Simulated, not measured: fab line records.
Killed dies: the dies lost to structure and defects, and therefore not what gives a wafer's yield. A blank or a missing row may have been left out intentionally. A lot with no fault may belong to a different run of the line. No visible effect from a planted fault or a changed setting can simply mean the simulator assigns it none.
Chamber matching | flow n5-finfet | N5_MOL_CONTACT_COAG_DESCUM_45 on rie-diel-03 has 4 sister chambers
The step chemistry O2, time 7 s. 4 wafers are shown with their chamber, then 9 later ones without.

WAFERS PAIRED WITH THEIR CHAMBERS
wafer  | chamber | drypump-motor-current-A (A)
L083.1 | 3       | 5.9
L089.3 | 1       | 6.3
L089.5 | 0       | 5.0
L089.6 | 2       | 5.7

WAFERS WITH NO CHAMBER GIVEN
wafer  | drypump-motor-current-A (A)
L090.1 | 5.7
L090.4 | 5.0
L090.5 | 5.7
L091.2 | 5.0
L091.3 | 5.7
L091.4 | 5.7
L097.3 | 6.0
L097.4 | 6.0
L097.6 | 5.0

WHICH CHAMBER EACH ONE RAN IN
wafer  | from the rows above | in truth
L090.1 | 2                   | 2
L090.4 | 0                   | 0
L090.5 | 2                   | 2
L091.2 | 0                   | 0
L091.3 | 2                   | 2
L091.4 | 2                   | 2
L097.3 | 3                   | 3
L097.4 | 3                   | 3
L097.6 | 0                   | 0
Correctly placed: 9 of 9. From these rows, 0 cannot be placed. Number placed wrongly: 0.
How it was worked out, from the rows above alone: a wafer's distance from a chamber is the root of the sum, over the readings, of the square of ((its reading less the chamber's mean) divided by the reading's scatter). If the next closest chamber is less than 2 further off than the closest, the wafer can't be placed; otherwise it belongs to the closest. A chamber's mean is the mean of its shown wafers. The scatter (one wafer shown for each chamber): square how far every hidden wafer sits from the nearest shown wafer, average those squares and take the square root.
